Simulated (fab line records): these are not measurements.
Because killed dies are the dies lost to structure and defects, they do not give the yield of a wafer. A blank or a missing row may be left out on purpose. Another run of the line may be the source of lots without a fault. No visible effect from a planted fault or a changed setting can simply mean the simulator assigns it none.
fab line records	flow nand_harc
[record] lots = 24	wafers = 72	last_day = 33
route steps=1302 shown A_CHANNEL_HOLE_D1@450 A_CHANNEL_FILL_D1@509 A_DECK1_JOINT@544
lots that met no fault: taken from a fault-free run of the same line
start_h: start of the lot's first displayed wafer, in hours after the record's first day	wait_h: hours from the lot's prior step to this one	" unchanged from the row above	L1.1+2: a row that stands for several wafers	- no value, or no start was given	* or withheld: withheld	< > ~ a bound
route shown NAME@n: a module of which the file shows steps, and the number in the route of the first	usual: mean and standard deviation over wafers with no fault	same: alike in all rows	chamber/n: place in a boat	sites: per-site readings	_std_site: their standard deviation	_edge_site: mean of outer sites minus mean of inner sites	radius_mm: how far each site lies from the wafer's centre	mask NAME#n: copy n	behind: the most recent tool/chamber to have shaped the wafer	hold: what put the lot on hold/how long, in hours/how the hold closed	device: names the non-switching transistor (n, p or np)	end of line: tests of these same wafers at the route's end	for a step that has no rows: nothing shown but its recipe	killed: at the first sort, the dies lost to defects and structure; wafer yield is something else	map: a wafer's dies, marking killed ones x, the rest . and places with no die _
set.NAME: the setting that was run; set.NAME@STEP: the one run at that earlier step	model.NAME: the simulator's own value behind a step, which no gauge read
steps of the route over a sample of lots; a table a step, a row a wafer
services: a tool's chamber out of use, with start hour (start_h, from the record's first day; less than 0 if before it), hours out, and reason
[[steps]]
[step NHARC_A_CHANNEL_HOLE_D1_DEP_00]
[recipe] target_thk_a = 31000	temp_c = 400	material = aC
[usual] throttle_valve_pct = 35.001/0.0095
lot.wafer	tool	chamber	start_h	wait_h	throttle_valve_pct
L074.3	acl_dep-03	0	182.62	0.7	34.994
L074.4	"	0	"	"	34.990
L074.5	"	0	"	"	35.003
L075.3	acl_dep-01	0	183.60	1.7	34.996
L075.4	"	0	"	"	34.996
L075.6	"	0	"	"	35.005
L076.1	acl_dep-01	0	199.85	6.3	34.996
L076.2	"	0	"	"	34.981
L076.5	"	0	"	"	35.002
L077.2	acl_dep-02	0	208.66	1.3	34.998
L077.3	"	0	"	"	35.005
L077.4	"	0	"	"	35.001
L078.1	acl_dep-02	0	217.78	0.8	35.021
L078.3	"	0	"	"	35.000
L078.6	"	0	"	"	35.002
L079.1	acl_dep-01	0	235.62	0.6	35.001
L079.3	"	0	"	"	35.004
L079.4	"	0	"	"	35.013
L080.1	acl_dep-02	0	241.34	0.1	35.014
L080.2	"	0	"	"	35.006
L080.4	"	0	"	"	35.000
L081.2	acl_dep-01	0	249.22	0.4	34.997
L081.3	"	0	"	"	35.003
L081.6	"	0	"	"	35.001
L083.3	acl_dep-01	0	263.72	1.5	35.006
L083.4	"	0	"	"	34.998
L083.6	"	0	"	"	34.997
L082.2	acl_dep-01	0	265.31	3.1	34.996
L082.3	"	0	"	"	35.005
L082.5	"	0	"	"	35.001
L084.2	acl_dep-01	0	278.61	2.0	34.999
L084.3	"	0	"	"	35.014
L084.5	"	0	"	"	35.023
L085.2	acl_dep-03	0	287.95	0.4	34.990
L085.5	"	0	"	"	34.983
L085.6	"	0	"	"	35.018
L087.1	acl_dep-01	0	299.86	2.6	34.991
L087.4	"	0	"	"	35.005
L087.5	"	0	"	"	34.990
L086.1	acl_dep-02	0	301.39	4.1	35.015
L086.2	"	0	"	"	35.012
L086.6	"	0	302.96	5.7	35.001
L088.2	acl_dep-01	0	323.92	0.9	34.986
L088.3	"	0	"	"	35.003
L088.6	"	0	"	"	35.002
L089.4	acl_dep-03	0	323.99	1.0	35.003
L089.5	"	0	"	"	35.008
L089.6	"	0	"	"	34.991
L090.1	acl_dep-01	0	343.84	0.1	35.008
L090.3	"	0	"	"	35.006
L090.5	"	0	"	"	34.990
L091.1	acl_dep-02	0	349.03	0.7	35.013
L091.5	"	0	350.29	2.0	35.005
L091.6	"	0	"	"	35.005
L092.2	acl_dep-03	0	358.97	2.7	35.000
L092.5	"	0	"	"	35.003
L092.6	"	0	"	"	34.993
L093.1	acl_dep-02	0	366.21	0.1	34.996
L093.2	"	0	"	"	35.001
L093.5	"	0	"	"	34.984
L095.1	acl_dep-03	0	382.69	0.3	35.006
L095.2	"	0	"	"	34.999
L095.4	"	0	"	"	34.999
L094.2	acl_dep-01	0	384.45	2.0	34.984
L094.5	"	0	"	"	35.005
L094.6	"	0	"	"	34.999
L096.2	acl_dep-03	0	396.58	0.7	34.987
L096.4	"	0	"	"	35.011
L096.6	"	0	"	"	35.014
L097.3	acl_dep-01	0	400.54	0.7	35.006
L097.4	"	0	"	"	35.005
L097.5	"	0	"	"	34.992
[step NHARC_A_CHANNEL_HOLE_D1_DEP_01]
[recipe] target_thk_a = 1400	target_thk_nm = 140	temp_c = 400	pressure_torr = 3.5	flow_sccm = 200	rf_w = 350	material = SiON
[usual] heater_power_w = 733/120	rf_fwd_power_W = 348.5/1.1
lot.wafer	tool	chamber	start_h	wait_h	heater_power_w	rf_fwd_power_W
L074.3	pecvd-04	0	183.91	1.0	650	349.8
L074.4	"	0	"	"	653	349.2
L074.5	"	2	"	"	909	349.0
L075.3	pecvd-02	1	184.94	1.0	556	349.0
L075.4	"	0	"	"	811	347.0
L075.6	"	1	"	"	572	348.8
L076.2	pecvd-04	2	201.76	1.3	845	347.2
L076.1	"	1	"	"	608	347.2
L076.5	"	2	"	"	838	349.2
L077.3	pecvd-02	2	210.28	1.0	782	348.6
L077.2	"	0	"	"	742	347.7
L077.4	"	2	"	"	786	348.4
L078.3	pecvd-04	1	219.71	1.0	643	348.2
L078.1	"	0	"	"	675	347.3
L078.6	"	2	"	"	756	349.2
L079.1	pecvd-01	0	237.59	1.6	891	349.5
L079.3	"	1	"	"	737	350.2
L079.4	"	0	"	"	860	349.4
L080.2	pecvd-02	1	243.30	1.3	666	348.5
L080.1	"	2	"	"	755	348.2
L080.4	"	2	"	"	799	347.5
L081.2	pecvd-01	2	250.92	1.4	777	346.3
L081.3	"	1	"	"	721	349.6
L081.6	"	1	"	"	720	349.1
L083.3	pecvd-04	1	265.04	1.0	543	349.6
L083.4	"	0	"	"	611	348.1
L083.6	"	2	"	"	888	346.6
L082.2	pecvd-04	0	266.93	1.3	597	346.7
L082.3	"	2	"	"	808	348.6
L082.5	"	0	"	"	593	348.6
L084.2	pecvd-02	2	280.28	1.3	862	348.8
L084.3	"	0	"	"	676	346.6
L084.5	"	0	"	"	707	347.4
L085.2	pecvd-04	2	289.60	1.3	914	348.5
L085.6	"	1	"	"	608	350.0
L085.5	"	2	"	"	923	347.6
L087.1	pecvd-04	2	301.80	1.6	909	348.7
L087.5	"	2	"	"	915	348.1
L087.4	"	0	"	"	682	348.3
L086.2	pecvd-04	0	303.29	1.3	630	350.3
L086.1	"	2	"	"	865	349.7
L086.6	"	0	"	"	656	348.0
L089.4	pecvd-04	0	325.05	0.7	644	347.3
L089.5	"	1	"	"	611	350.5
L089.6	"	2	"	"	963	349.1
L088.2	pecvd-02	2	325.52	1.3	830	348.1
L088.3	"	0	"	"	709	349.0
L088.6	"	0	"	"	739	350.8
L090.3	pecvd-04	1	345.74	1.0	575	349.5
L090.1	"	2	"	"	927	349.2
L090.5	"	1	"	"	584	349.0
L091.1	pecvd-02	2	351.00	1.7	855	345.7
L091.5	"	0	"	"	829	349.5
L091.6	"	1	"	"	716	349.5
L092.2	pecvd-01	1	360.61	1.3	747	349.6
L092.5	"	1	"	"	600	350.1
L092.6	"	2	"	"	682	346.9
L093.1	pecvd-02	1	368.16	1.6	674	349.1
L093.2	"	2	"	"	872	348.9
L093.5	"	2	"	"	862	348.8
L095.1	pecvd-04	2	384.60	1.6	938	349.6
L095.2	"	1	"	"	494	348.2
L095.4	"	2	"	"	953	349.6
L094.2	pecvd-04	1	386.08	1.3	622	350.0
L094.6	"	2	"	"	925	347.9
L094.5	"	1	"	"	617	349.4
L096.2	pecvd-04	0	398.19	1.3	563	349.4
L096.4	"	2	"	"	827	348.4
L096.6	"	0	"	"	605	348.0
L097.4	pecvd-04	2	401.91	0.7	945	347.3
L097.3	"	0	"	"	666	348.9
L097.5	"	2	"	"	964	348.1
[step NHARC_A_CHANNEL_HOLE_D1_ETCH_22]
[recipe] bias_v = 3000	source_w = withheld	pressure_mtorr = 20	time_s = 666.7	ar_flow_sccm = 375	c4f8_flow_sccm = 89.3	o2_flow_sccm = 35.7	temp_c = -20	target_depth_a = 16000	chemistry = C4F8/O2/Ar
[usual] c4f8_flow_sccm = 89.33/0.26	drypump_motor_current_A = 5.6/0.47	showerhead_plenum_p_Torr = 3.64/0.12	throttle_valve_pct = 32.155/0.0081
lot.wafer	tool	chamber	start_h	wait_h	c4f8_flow_sccm	drypump_motor_current_A	rf_hours_counter_h	showerhead_plenum_p_Torr	throttle_valve_pct
L074.3	har_etch-01	0	187.53	0.4	88.92	5.3	-	3.74	32.163
L074.4	"	1	"	"	89.01	6.3	-	3.65	32.152
L074.5	"	1	"	"	89.25	6.3	-	3.66	32.152
L075.4	har_etch-02	0	188.68	0.4	89.55	5.1	-	3.76	32.173
L075.3	"	1	"	"	89.42	5.4	-	3.45	32.156
L075.6	"	1	"	"	89.45	5.4	-	3.45	32.147
L076.2	har_etch-02	1	204.80	0.4	88.91	5.4	312	3.45	32.155
L076.1	"	0	"	"	89.02	5.1	312	3.76	32.157
L076.5	"	1	"	"	89.04	5.4	-	3.45	32.153
L077.2	har_etch-02	0	213.21	0.4	89.77	5.1	320	3.75	32.154
L077.3	"	1	"	"	89.78	5.4	-	3.45	32.167
L077.4	"	0	"	"	89.81	5.1	-	3.75	32.154
L078.1	har_etch-01	0	222.58	0.4	89.21	5.3	103	3.73	32.147
L078.3	"	1	"	"	89.34	6.3	-	3.65	32.142
L078.6	"	0	"	"	89.73	5.3	-	3.73	32.146
L079.1	har_etch-01	0	240.51	0.4	89.25	5.3	115	3.72	32.155
L079.3	"	0	"	"	89.06	5.3	-	3.72	32.151
L079.4	"	1	"	"	89.42	6.3	-	3.64	32.148
L080.2	har_etch-01	1	246.29	0.4	88.97	6.3	119	3.64	32.155
L080.1	"	0	"	"	89.32	5.4	119	3.72	32.150
L080.4	"	1	"	"	89.34	6.3	-	3.64	32.174
L081.2	har_etch-02	1	253.97	0.4	89.25	5.4	339	3.44	32.170
L081.3	"	1	"	"	89.18	5.4	-	3.44	32.152
L081.6	"	0	"	"	89.31	5.1	-	3.74	32.147
L083.3	har_etch-02	1	269.88	0.4	89.21	5.4	-	3.43	32.173
L083.4	"	0	"	"	89.41	5.1	-	3.74	32.150
L083.6	"	1	"	"	89.41	5.4	-	3.43	32.148
L082.2	har_etch-01	0	271.87	0.4	89.47	5.3	134	3.71	32.151
L082.3	"	0	"	"	89.54	5.3	-	3.71	32.151
L082.5	"	0	"	"	89.08	5.3	-	3.71	32.142
L084.2	har_etch-01	0	283.31	0.4	89.26	5.3	141	3.71	32.153
L084.3	"	0	"	"	89.42	5.3	-	3.71	32.150
L084.5	"	0	"	"	89.11	5.4	-	3.71	32.155
L085.2	har_etch-01	0	292.61	0.4	89.53	5.3	145	3.70	32.159
L085.6	"	1	"	"	88.91	6.3	-	3.62	32.161
L085.5	"	0	"	"	89.54	5.3	-	3.70	32.170
L087.1	har_etch-02	1	306.77	0.4	88.96	5.4	373	3.42	32.152
L087.4	"	0	"	"	89.72	5.1	-	3.72	32.152
L087.5	"	0	"	"	89.12	5.1	-	3.72	32.167
L086.1	har_etch-01	0	307.33	0.4	89.32	5.3	157	3.70	32.150
L086.2	"	1	"	"	89.24	6.3	157	3.62	32.149
L086.6	"	1	"	"	90.03	6.3	-	3.62	32.157
L089.4	har_etch-02	1	328.19	0.4	88.78	5.4	-	3.41	32.155
L089.5	"	1	"	"	89.29	5.4	-	3.41	32.152
L089.6	"	0	"	"	89.36	5.1	-	3.72	32.154
L088.2	har_etch-01	1	328.48	0.4	89.10	6.3	165	3.61	32.144
L088.3	"	1	"	"	89.10	6.3	-	3.61	32.153
L088.6	"	1	"	"	89.01	6.3	-	3.61	32.149
L090.1	har_etch-02	1	348.66	0.4	89.47	5.4	392	3.41	32.155
L090.3	"	1	"	"	89.48	5.4	-	3.41	32.154
L090.5	"	1	"	"	89.57	5.4	-	3.41	32.131
L091.1	har_etch-02	1	354.01	0.4	89.15	5.4	396	3.41	32.151
L091.6	"	0	"	"	89.48	5.1	-	3.71	32.161
L091.5	"	1	"	"	89.52	5.4	-	3.41	32.160
L092.2	har_etch-01	0	366.42	0.4	89.74	5.3	187	3.68	32.159
L092.5	"	1	"	"	89.01	6.3	-	3.60	32.147
L092.6	"	0	"	"	89.84	5.4	-	3.68	32.145
L093.1	har_etch-01	0	371.09	0.4	89.26	5.4	191	3.68	32.157
L093.2	"	1	"	"	89.53	6.3	191	3.60	32.152
L093.5	"	1	"	"	89.18	6.3	-	3.60	32.169
L095.1	har_etch-02	1	397.08	0.4	89.06	5.4	1	3.93	32.152
L095.2	"	0	"	"	89.24	5.1	1	3.70	32.161
L095.4	"	0	"	"	88.83	5.1	-	3.70	32.155
L094.2	har_etch-01	0	398.03	0.4	89.48	5.3	210	3.67	32.154
L094.6	"	1	"	"	89.14	6.3	-	3.59	32.147
L094.5	"	0	"	"	89.42	5.3	-	3.67	32.150
L096.2	har_etch-02	1	405.52	0.4	89.33	5.4	9	3.93	32.153
L096.4	"	1	"	"	90.11	5.4	-	3.93	32.158
L096.6	"	0	"	"	89.38	5.1	-	3.70	32.157
L097.4	har_etch-01	0	406.13	0.4	89.60	5.3	-	3.66	32.160
L097.3	"	1	"	"	89.60	6.3	-	3.59	32.178
L097.5	"	1	"	"	89.52	6.3	-	3.59	32.154
[step NHARC_A_CHANNEL_HOLE_D1_ETCH_33]
[recipe] bias_v = 400	source_w = 2000	pressure_mtorr = 25	time_s = 90	ar_flow_sccm = 375	c4f8_flow_sccm = 41.7	o2_flow_sccm = 83.3	temp_c = -20	target_depth_a = 4000	chemistry = C4F8/O2/Ar
[usual] c4f8_flow_sccm = 41.71/0.13	drypump_motor_current_A = 5.5/0.46	rf_fwd_power_W = 1988/6.2	showerhead_plenum_p_Torr = 3.68/0.13	throttle_valve_pct = 27.620/0.0088
lot.wafer	tool	chamber	start_h	wait_h	c4f8_flow_sccm	drypump_motor_current_A	rf_fwd_power_W	rf_hours_counter_h	showerhead_plenum_p_Torr	throttle_valve_pct
L074.3	har_etch-01	0	190.52	0.2	41.84	5.3	1993	-	3.77	27.622
L074.4	"	1	"	"	41.88	6.3	1996	-	3.69	27.605
L074.5	"	1	"	"	41.79	6.3	1990	-	3.69	27.621
L075.4	har_etch-02	0	191.66	0.2	41.87	5.0	1987	-	3.80	27.634
L075.3	"	1	"	"	41.60	5.4	1997	-	3.48	27.620
L075.6	"	1	"	"	41.60	5.4	1992	-	3.48	27.620
L076.2	har_etch-02	1	207.92	0.2	41.59	5.4	1988	315	3.48	27.626
L076.1	"	0	"	"	41.63	5.0	1984	315	3.80	27.624
L076.5	"	1	"	"	41.79	5.4	1980	-	3.48	27.612
L077.2	har_etch-02	0	216.25	0.2	41.61	5.1	1977	323	3.79	27.630
L077.3	"	1	"	"	41.73	5.4	1989	-	3.48	27.607
L077.4	"	0	"	"	41.50	5.1	1972	-	3.79	27.618
L078.1	har_etch-01	0	225.69	0.2	41.80	5.3	1997	106	3.77	27.629
L078.3	"	1	"	"	41.63	6.3	1995	-	3.68	27.621
L078.6	"	0	"	"	41.80	5.3	1990	-	3.77	27.619
L079.1	har_etch-01	0	243.63	0.2	41.50	5.3	2001	118	3.76	27.620
L079.3	"	0	"	"	41.65	5.3	1989	-	3.76	27.618
L079.4	"	1	"	"	41.78	6.3	1991	-	3.68	27.614
L080.2	har_etch-01	1	249.40	0.2	41.90	6.3	1993	122	3.67	27.618
L080.1	"	0	"	"	41.91	5.3	1996	122	3.76	27.621
L080.4	"	1	"	"	41.82	6.3	1989	-	3.67	27.632
L081.2	har_etch-02	1	257.02	0.2	41.98	5.4	1989	342	3.47	27.629
L081.3	"	1	"	"	41.75	5.4	1987	-	3.47	27.634
L081.6	"	0	"	"	41.66	5.1	1983	-	3.78	27.620
L083.3	har_etch-02	1	272.87	0.2	41.75	5.4	1994	-	3.46	27.613
L083.4	"	0	"	"	41.75	5.0	1988	-	3.78	27.613
L083.6	"	1	"	"	41.77	5.4	1989	-	3.46	27.634
L082.2	har_etch-01	0	274.90	0.2	41.70	5.4	1991	137	3.75	27.604
L082.3	"	0	"	"	41.61	5.3	1994	-	3.75	27.610
L082.5	"	0	"	"	41.72	5.4	1993	-	3.75	27.621
L084.2	har_etch-01	0	286.36	0.2	41.60	5.3	1987	144	3.74	27.608
L084.3	"	0	"	"	41.56	5.3	1988	-	3.74	27.607
L084.5	"	0	"	"	41.71	5.3	1989	-	3.74	27.619
L085.2	har_etch-01	0	295.65	0.2	41.57	5.3	1988	148	3.74	27.617
L085.6	"	1	"	"	41.76	6.2	1987	-	3.66	27.638
L085.5	"	0	"	"	41.59	5.4	1997	-	3.74	27.613
L087.1	har_etch-02	1	309.87	0.2	41.72	5.4	1981	376	3.45	27.626
L087.4	"	0	"	"	41.95	5.1	1983	-	3.76	27.628
L087.5	"	0	"	"	41.81	5.1	1985	-	3.76	27.609
L086.1	har_etch-01	0	310.44	0.2	41.83	5.3	1986	160	3.74	27.620
L086.2	"	1	"	"	41.64	6.3	1994	160	3.65	27.608
L086.6	"	1	"	"	41.73	6.3	1989	-	3.65	27.630
L089.4	har_etch-02	1	331.20	0.2	41.96	5.4	1980	-	3.44	27.601
L089.5	"	1	"	"	41.87	5.4	1987	-	3.44	27.624
L089.6	"	0	"	"	41.56	5.1	1989	-	3.76	27.618
L088.2	har_etch-01	1	331.60	0.2	41.66	6.3	1996	168	3.65	27.605
L088.3	"	1	"	"	41.83	6.3	1994	-	3.65	27.621
L088.6	"	1	"	"	41.73	6.3	1988	-	3.65	27.612
L090.1	har_etch-02	1	351.71	0.2	41.86	5.4	1986	395	3.44	27.611
L090.3	"	1	"	"	41.77	5.4	1985	-	3.44	27.632
L090.5	"	1	"	"	41.69	5.4	1985	-	3.44	27.619
L091.1	har_etch-02	1	357.03	0.2	41.69	5.4	1990	399	3.44	27.619
L091.6	"	0	"	"	41.82	5.1	1984	-	3.75	27.603
L091.5	"	1	"	"	41.85	5.4	1988	-	3.44	27.635
L092.2	har_etch-01	0	369.45	0.2	41.66	5.3	1987	190	3.72	27.625
L092.5	"	1	"	"	41.59	6.3	1985	-	3.64	27.614
L092.6	"	0	"	"	41.57	5.3	1998	-	3.72	27.630
L093.1	har_etch-01	0	374.21	0.2	41.93	5.3	1995	194	3.72	27.613
L093.2	"	1	"	"	41.75	6.3	1984	194	3.63	27.608
L093.5	"	1	"	"	41.67	6.3	1987	-	3.63	27.625
L095.1	har_etch-02	1	400.21	0.2	41.56	5.5	1987	4	3.98	27.618
L095.2	"	0	"	"	41.67	5.1	1992	4	3.74	27.637
L095.4	"	0	"	"	41.59	5.1	1974	-	3.74	27.623
L094.2	har_etch-01	0	401.05	0.2	41.56	5.3	1987	213	3.70	27.602
L094.6	"	1	"	"	41.68	6.3	1981	-	3.62	27.623
L094.5	"	0	"	"	41.64	5.4	1998	-	3.71	27.624
L096.2	har_etch-02	1	408.57	0.2	41.72	5.4	1991	12	3.97	27.618
L096.4	"	1	"	"	41.46	5.4	1992	-	3.97	27.616
L096.6	"	0	"	"	41.82	5.1	1994	-	3.74	27.635
L097.4	har_etch-01	0	409.11	0.2	41.56	5.3	1981	-	3.70	27.619
L097.3	"	1	"	"	41.80	6.3	1992	-	3.62	27.620
L097.5	"	1	"	"	41.51	6.3	1997	-	3.62	27.630
[step NHARC_A_CHANNEL_FILL_D1_STRIP_29]
[recipe] time_s = 20	o2_flow_sccm = 500	ar_flow_sccm = 0	bias_w = 0	chemistry = O2
[usual] drypump_motor_current_A = 5.8/0.62	oes_product_au = 1.000/0.017	rf_vpp_V = 57.6/0.89	showerhead_plenum_p_Torr = 3.48/0.12	throttle_valve_pct = 17.036/0.009
[same] bias_w = 0
lot.wafer	tool	chamber	start_h	wait_h	drypump_motor_current_A	oes_product_au	rf_hours_counter_h	rf_vpp_V	showerhead_plenum_p_Torr	throttle_valve_pct
L075.4	rie_diel-12	0	-	-	5.0	0.978	6.5	57.7	3.44	17.031
L075.3	"	3	"	"	6.0	0.989	6.1	57.6	3.55	17.043
L075.6	"	0	"	"	5.0	0.977	-	57.3	3.44	17.025
L074.4	rie_diel-04	1	-	-	5.7	0.987	3.1	58.6	3.78	17.033
L074.3	"	0	"	"	4.9	1.011	3.4	56.9	3.43	17.027
L074.5	"	1	"	"	5.7	0.980	-	57.0	3.78	17.042
L076.2	rie_diel-04	2	-	-	6.0	0.987	4.1	57.0	3.37	17.034
L076.1	"	1	"	"	5.8	0.990	5.0	57.6	3.78	17.038
L076.5	"	3	"	"	6.1	0.989	-	56.4	3.36	17.031
L077.2	rie_diel-12	3	-	-	6.0	0.993	8.0	58.9	3.55	17.042
L077.4	"	0	"	"	5.0	0.972	8.8	58.1	3.44	17.032
L077.3	"	1	"	"	5.9	1.004	9.2	57.7	3.62	17.045
L078.1	rie_diel-04	2	-	-	6.0	0.993	4.8	58.6	3.37	17.051
L078.3	"	0	"	"	4.9	1.010	6.4	57.2	3.43	17.034
L078.6	"	1	"	"	5.7	0.999	-	60.1	3.78	17.035
L079.1	rie_diel-12	3	-	-	6.0	0.986	0.2	57.9	3.55	17.041
L079.4	"	0	"	"	5.0	0.980	0.2	57.5	3.44	17.042
L079.3	"	1	"	"	5.8	1.022	0.2	58.0	3.62	17.014
L080.4	rie_diel-12	0	-	-	5.0	0.969	0.2	56.3	3.44	17.038
L080.2	"	1	"	"	5.8	1.023	0.3	56.7	3.62	17.041
L080.1	"	3	"	"	6.0	0.990	0.2	56.5	3.55	17.021
L081.2	rie_diel-12	0	302.86	0.2	5.0	0.979	1.0	57.5	3.44	17.026
L081.3	"	1	"	"	5.8	1.028	1.0	58.3	3.62	17.039
L081.6	"	1	"	"	5.9	1.011	-	57.9	3.62	17.047
L083.3	rie_diel-12	0	-	-	5.0	0.975	1.7	57.4	3.44	17.046
L083.4	"	3	"	"	6.1	0.986	1.2	57.5	3.55	17.038
L083.6	"	0	"	"	5.0	0.993	-	57.3	3.44	17.036
L082.2	rie_diel-04	2	319.16	0.2	5.9	0.992	5.9	56.6	3.37	17.024
L082.3	"	0	"	"	4.9	1.015	9.4	56.9	3.43	17.029
L082.5	"	0	"	"	4.9	1.015	-	57.3	3.43	17.039
L084.3	rie_diel-12	2	-	-	4.9	1.023	2.7	59.0	3.50	17.044
L084.2	"	0	"	"	5.0	0.989	2.3	58.8	3.44	17.031
L084.5	"	1	"	"	5.8	1.024	-	58.4	3.62	17.045
L085.2	rie_diel-04	3	-	-	6.1	1.018	11.0	57.0	3.35	17.044
L085.6	"	3	"	"	6.1	1.025	-	58.3	3.35	17.034
L085.5	"	0	"	"	4.9	1.021	-	58.8	3.43	17.036
L087.4	rie_diel-12	1	-	-	5.9	1.036	3.7	58.3	3.62	17.035
L087.1	"	0	"	"	5.0	0.983	3.0	57.4	3.44	17.025
L087.5	"	2	"	"	4.8	1.016	-	58.3	3.50	17.044
L086.1	rie_diel-06	3	-	-	6.6	1.000	1.7	58.7	3.55	17.032
L086.2	"	2	"	"	6.7	0.998	1.7	56.9	3.43	17.036
L086.6	"	0	"	"	6.4	0.993	-	56.6	3.34	17.031
L088.2	rie_diel-04	0	-	-	4.9	1.005	1.0	57.4	3.43	17.046
L088.3	"	1	"	"	5.7	0.991	0.9	57.5	3.77	17.026
L088.6	"	1	"	"	5.7	0.991	-	59.9	3.77	17.025
L089.5	rie_diel-12	0	374.76	0.1	5.0	0.988	-	57.3	3.44	17.031
L089.4	"	1	"	"	5.9	1.042	-	58.1	3.62	17.049
L089.6	"	3	"	"	6.0	0.989	-	56.5	3.55	17.049
L090.3	rie_diel-06	2	-	-	6.7	1.018	5.8	56.1	3.42	17.027
L090.1	"	3	"	"	6.6	1.001	5.3	56.5	3.54	17.035
L090.5	"	3	"	"	6.6	1.012	-	57.3	3.54	17.023
L091.1	rie_diel-06	0	-	-	6.5	1.003	4.7	59.2	3.34	17.026
L091.6	"	2	"	"	6.7	1.007	-	57.9	3.42	17.037
L091.5	"	3	"	"	6.6	1.001	-	57.7	3.54	17.044
L092.2	rie_diel-06	0	414.44	0.1	6.5	0.980	4.8	58.3	3.34	17.041
L092.6	"	2	"	"	6.7	1.017	-	57.7	3.42	17.031
L092.5	"	3	"	"	6.6	1.004	-	59.2	3.54	17.028
L093.1	rie_diel-06	2	-	-	6.7	1.012	6.1	57.0	3.42	17.034
L093.2	"	3	"	"	6.6	0.983	5.6	59.5	3.54	17.040
L093.5	"	0	"	"	6.4	0.988	-	57.1	3.34	17.044
L095.4	rie_diel-12	2	-	-	4.8	1.027	7.3	56.8	3.50	17.015
L095.1	"	0	"	"	5.0	0.996	7.2	57.9	3.44	17.039
L095.2	"	1	"	"	5.8	1.044	8.0	57.7	3.62	17.036
L094.2	rie_diel-06	1	-	-	5.5	0.985	6.9	57.7	3.33	17.025
L094.5	"	2	"	"	6.7	1.020	-	57.8	3.42	17.059
L094.6	"	3	"	"	6.6	0.994	-	57.4	3.54	17.028
L097.4	rie_diel-04	3	-	-	6.1	0.990	5.2	58.3	3.35	17.046
L097.3	"	1	"	"	5.7	0.993	5.4	59.4	3.77	17.022
L097.5	"	0	"	"	4.9	1.003	-	56.8	3.43	17.034
L096.4	rie_diel-04	1	-	-	5.7	0.998	5.4	58.3	3.77	17.043
L096.2	"	3	"	"	6.1	0.985	5.3	57.3	3.35	17.028
L096.6	"	0	"	"	4.9	0.987	-	55.9	3.43	17.035
[step NHARC_A_DECK1_JOINT_INSPECT_05]
[usual] raw_defect_count = 331/120
lot.wafer	tool	chamber	start_h	wait_h	raw_defect_count
L074.3	defect_inspect-02	-	280.39	0.0	272
L074.4	"	-	"	"	249
L074.5	"	-	"	"	294
L075.3	defect_inspect-01	-	280.44	0.0	171
L075.4	"	-	"	"	248
L075.6	"	-	"	"	188
L076.1	defect_inspect-02	-	299.71	0.0	474
L076.2	"	-	"	"	241
L076.5	"	-	"	"	231
L077.2	defect_inspect-02	-	314.25	0.0	427
L077.3	"	-	"	"	232
L077.4	"	-	"	"	408
L078.1	defect_inspect-02	-	316.42	0.0	285
L078.3	"	-	"	"	384
L078.6	"	-	"	"	464
L079.1	defect_inspect-02	-	331.38	0.0	337
L079.3	"	-	"	"	172
L079.4	"	-	"	"	249
L080.1	defect_inspect-01	-	337.46	0.0	350
L080.2	"	-	"	"	245
L080.4	"	-	"	"	432
L081.2	defect_inspect-02	-	343.87	0.0	212
L081.3	"	-	"	"	327
L081.6	"	-	"	"	289
L082.2	defect_inspect-02	-	359.16	0.0	379
L082.3	"	-	"	"	290
L082.5	"	-	"	"	262
L083.3	defect_inspect-01	-	359.21	0.0	295
L083.4	"	-	"	"	304
L083.6	"	-	"	"	373
L084.2	defect_inspect-02	-	371.75	0.0	315
L084.3	"	-	"	"	149
L084.5	"	-	"	"	258
L085.2	defect_inspect-02	-	390.52	0.0	350
L085.5	"	-	"	"	547
L085.6	"	-	"	"	410
L086.1	defect_inspect-01	-	401.51	0.0	210
L086.2	"	-	"	"	248
L086.6	"	-	"	"	290
L087.1	defect_inspect-02	-	401.60	0.0	331
L087.4	"	-	"	"	263
L087.5	"	-	"	"	268
L089.4	defect_inspect-02	-	418.43	0.0	163
L089.5	"	-	"	"	372
L089.6	"	-	"	"	245
L088.2	defect_inspect-01	-	418.45	0.0	339
L088.3	"	-	"	"	323
L088.6	"	-	"	"	309
L091.1	defect_inspect-02	-	446.12	0.0	441
L091.5	"	-	"	"	328
L091.6	"	-	"	"	441
L090.1	defect_inspect-01	-	446.13	0.0	583
L090.3	"	-	"	"	599
L090.5	"	-	"	"	484
L092.2	defect_inspect-01	-	459.53	0.0	634
L092.5	"	-	"	"	350
L092.6	"	-	"	"	281
L093.1	defect_inspect-01	-	459.60	0.0	522
L093.2	"	-	"	"	318
L093.5	"	-	"	"	572
L095.1	defect_inspect-01	-	484.36	0.0	332
L095.2	"	-	"	"	404
L095.4	"	-	"	"	360
L094.2	defect_inspect-01	-	491.13	0.0	262
L094.5	"	-	"	"	259
L094.6	"	-	"	"	241
L096.2	defect_inspect-01	-	496.95	0.0	311
L096.4	"	-	"	"	363
L096.6	"	-	"	"	352
L097.3	defect_inspect-02	-	496.95	0.0	486
L097.4	"	-	"	"	610
L097.5	"	-	"	"	348
[[services]]
tool	chamber	start_h	hours	kind
rie_diel-04	-	177.95	9.0	pm
acl_dep-01	-	185.00	13.0	pm
pecvd-04	2	203.75	5.1	repair
rie_diel-12	0	204.48	8.7	repair
rie_diel-12	3	207.09	8.4	repair
rie_diel-04	1	219.43	3.5	repair
rie_diel-12	1	223.59	8.1	repair
rie_diel-04	2	239.90	5.7	repair
rie_diel-12	3	248.86	5.6	repair
rie_diel-12	-	268.40	9.0	pm
pecvd-04	-	269.28	13.0	pm
rie_diel-12	3	295.81	9.3	repair
rie_diel-12	0	341.12	5.4	repair
rie_diel-12	2	366.27	14.8	repair
acl_dep-01	-	367.46	13.0	pm
pecvd-04	-	378.19	2.1	repair
har_etch-02	-	379.22	17.0	pm
pecvd-04	1	394.43	8.5	repair
pecvd-04	0	403.85	36.4	repair
rie_diel-12	0	413.06	14.9	repair
har_etch-01	-	423.95	7.3	repair
pecvd-04	0	442.72	15.3	repair
rie_diel-12	-	445.40	9.0	pm
pecvd-04	-	450.66	13.0	pm
[[key]]
fault none
